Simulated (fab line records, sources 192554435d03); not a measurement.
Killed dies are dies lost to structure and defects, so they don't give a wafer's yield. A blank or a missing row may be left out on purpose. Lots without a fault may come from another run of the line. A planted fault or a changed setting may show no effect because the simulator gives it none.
One fault seen from 3 desks | flow n5_finfet | each desk has only its own numbers; what lay behind them comes last

THE DEFECT DESK
What the inspections along the route counted, lot by lot: means of the sampled wafers that have a number. A lot is out of limits, marked OUT, if its mean lies more than 4 standard deviations from the usual mean; the brackets give that distance.
Columns: A = raw_defect_count at N5_PASSIVATION_INSPECT_64, usual 1.9
lot  | first seen here | A
L626 | day 12 09:40    | 0.7
L627 | day 12 15:20    | 1.3
L628 | day 13 01:56    | 3.0
L629 | day 14 02:45    | 2.0
L630 | day 14 03:11    | 2.0
L640 | day 16 01:28    | 1.0
L642 | day 16 13:25    | 2.3
L643 | day 16 18:40    | 0.7
L645 | day 17 20:28    | 2.3
This desk's finding: nothing out of limits on any of the 9 lots.

THE TOOL OWNER'S DESK: rie_diel-05
The tool's own readings at N5_PASSIVATION_ETCH_15 (etches SiCN in CF4/N2, target depth 75 nm, time 81.2 s): means of the sampled wafers that have a number, for each lot that ran on this tool. A lot is out of limits, marked OUT, if its mean lies more than 4 standard deviations from the usual mean; the brackets give that distance.
Columns: A = chamber_pressure_mTorr at N5_PASSIVATION_ETCH_15, usual 40.00 mTorr; B = drypump_motor_current_A at N5_PASSIVATION_ETCH_15, usual 5.40 A; C = oes_product_au at N5_PASSIVATION_ETCH_15, usual 0.80 a.u.; D = rf_vpp_V at N5_PASSIVATION_ETCH_15, usual 382.4 V; E = showerhead_plenum_p_Torr at N5_PASSIVATION_ETCH_15, usual 2.21 Torr; F = throttle_valve_pct at N5_PASSIVATION_ETCH_15, usual 15.41 %
lot  | first seen here | A     | B    | C    | D     | E    | F
L640 | day 16 00:23    | 39.99 | 5.48 | 0.77 | 382.4 | 2.19 | 15.28
This desk's finding: nothing out of limits on the one lot.

THE METROLOGY DESK
What the gauges read, lot by lot, whatever tool the lot ran on: means of the sampled wafers that have a number. A lot is out of limits, marked OUT, if its mean lies more than 4 standard deviations from the usual mean; the brackets give that distance. Of its 10 readings 7 are shown: those that lie furthest out on some lot.
Columns: A = DIBL_N at N5_BEOL_M4_RC_MEAS_101, usual 36.4 mV/V; B = IOFF_P at N5_BEOL_M4_RC_MEAS_101, usual 0.21 nA/um; C = ION_N at N5_BEOL_M4_RC_MEAS_101, usual 680 uA/um; D = ION_P at N5_BEOL_M4_RC_MEAS_101, usual 465 uA/um; E = SS_P at N5_BEOL_M4_RC_MEAS_101, usual 73.2 mV/dec; F = VT_N at N5_BEOL_M4_RC_MEAS_101, usual 249 mV; G = VT_P at N5_BEOL_M4_RC_MEAS_101, usual -250 mV
lot  | first seen here | A    | B    | C   | D   | E    | F   | G
L626 | day 8 08:55     | 35.2 | 0.20 | 675 | 463 | 72.7 | 250 | -249
L627 | day 8 13:37     | 36.4 | 0.25 | 688 | 472 | 73.8 | 248 | -249
L628 | day 8 23:29     | 35.5 | 0.21 | 693 | 466 | 73.6 | 247 | -248
L630 | day 9 17:30     | 36.7 | 0.20 | 674 | 459 | 73.7 | 251 | -252
L629 | day 9 21:58     | 35.4 | 0.19 | 673 | 456 | 73.8 | 250 | -254
L640 | day 11 20:44    | 33.8 | 0.18 | 663 | 461 | 72.5 | 252 | -251
L642 | day 12 09:25    | 36.0 | 0.21 | 668 | 459 | 72.8 | 253 | -250
L643 | day 12 14:55    | 35.7 | 0.17 | 671 | 460 | 72.3 | 253 | -253
L645 | day 13 14:23    | 35.8 | 0.20 | 685 | 462 | 73.3 | 246 | -252
This desk's finding: nothing out of limits on any of the 9 lots.

PUT TOGETHER
The defect desk saw nothing out of limits.
The tool owner's desk saw nothing out of limits.
The metrology desk saw nothing out of limits.

WHAT THE SIMULATOR HAD PUT IN
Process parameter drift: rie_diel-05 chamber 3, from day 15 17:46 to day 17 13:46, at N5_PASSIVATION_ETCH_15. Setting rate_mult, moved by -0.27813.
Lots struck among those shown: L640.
